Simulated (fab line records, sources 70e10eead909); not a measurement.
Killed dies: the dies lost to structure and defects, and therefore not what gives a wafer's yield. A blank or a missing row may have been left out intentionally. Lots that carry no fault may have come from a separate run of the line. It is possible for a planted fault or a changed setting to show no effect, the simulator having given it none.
Chamber matching ; flow nandHarc ; NHARC_A_CHANNEL_FILL_D2_CMP_10 on cmp-01: 4 sister chambers
The step polishes, target thk 150 nm. 4 wafers are shown with their chamber, then 8 later ones without.

## WAFERS, EACH WITH ITS CHAMBER
wafer;chamber;motorCurrentA (A)
L080.5;3;14.5
L081.3;2;12.3
L088.5;1;11.1
L092.4;0;11.8

## WAFERS WITH NO CHAMBER GIVEN
wafer;motorCurrentA (A)
L092.5;12.1
L092.6;15.0
L093.2;11.6
L093.3;12.0
L093.6;11.6
L096.2;11.7
L096.3;12.4
L096.4;14.3

## WHICH CHAMBER EACH ONE RAN IN
wafer;from the rows above;in truth
L092.5;can't be placed: 2 or 0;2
L092.6;3;3
L093.2;can't be placed: 0 or 1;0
L093.3;can't be placed: 0 or 2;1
L093.6;can't be placed: 0 or 1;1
L096.2;0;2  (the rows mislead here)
L096.3;2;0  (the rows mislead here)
L096.4;3;3
Correct placement for 2 of the 8. Not placeable from these rows: 4 (in 3, the candidates include the true chamber). Placed wrongly: 2.
How it was worked out, from the rows above alone: a wafer's distance from a chamber is the root of the sum, over the readings, of the square of ((its reading less the chamber's mean) divided by the reading's scatter). If the next closest chamber is less than 2 further off than the closest, the wafer can't be placed; otherwise it belongs to the closest. The mean given for a chamber averages the wafers shown for that chamber. The scatter: root of mean squared gap, hidden wafer to nearest shown wafer, with one shown wafer a chamber.
